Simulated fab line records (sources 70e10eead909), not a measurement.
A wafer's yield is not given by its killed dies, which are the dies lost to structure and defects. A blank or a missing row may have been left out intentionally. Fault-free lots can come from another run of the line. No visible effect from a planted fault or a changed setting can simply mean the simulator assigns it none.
Chamber matching | flow nand_harc | pecvd-04 running NHARC_A_STAIRCASE_DEP_156: 3 sister chambers
The step deposits SiNx, target thk 50 nm. 3 wafers are shown with their chamber, then 8 later ones without.

WAFERS WITH THEIR CHAMBER
wafer  | chamber | heater_power_w (W)
L091.3 | 1       | 870
L091.4 | 0       | 852
L092.2 | 2       | 758

WAFERS MISSING THEIR CHAMBER
wafer  | heater_power_w (W)
L092.3 | 789
L092.6 | 760
L095.2 | 858
L095.4 | 652
L095.6 | 888
L097.2 | 682
L097.3 | 722
L097.5 | 699

THE CHAMBER EACH PASSED THROUGH
wafer  | from the rows above          | in truth
L092.3 | can't be placed: 2 or 0 or 1 | 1
L092.6 | can't be placed: 2 or 0      | 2
L095.2 | can't be placed: 0 or 1 or 2 | 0
L095.4 | can't be placed: 2 or 0      | 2
L095.6 | can't be placed: 1 or 0      | 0
L097.2 | can't be placed: 2 or 0      | 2
L097.3 | can't be placed: 2 or 0      | 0
L097.5 | can't be placed: 2 or 0      | 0
Placed correctly: 0 of 8. Not placeable from these rows: 8 (in 8, the candidates include the true chamber). Number placed wrongly: 0.
How it was worked out, from the rows above alone: a wafer's distance from a chamber is the root of the sum, over the readings, of the square of ((its reading less the chamber's mean) divided by the reading's scatter). The wafer belongs to the nearest chamber; if the next one is less than 2 further off, it can't be placed. For every chamber, the mean is computed from those of its wafers that are shown. The scatter: with one shown wafer a chamber, the root of the mean of the squares of how far each hidden wafer lies from its nearest shown one.
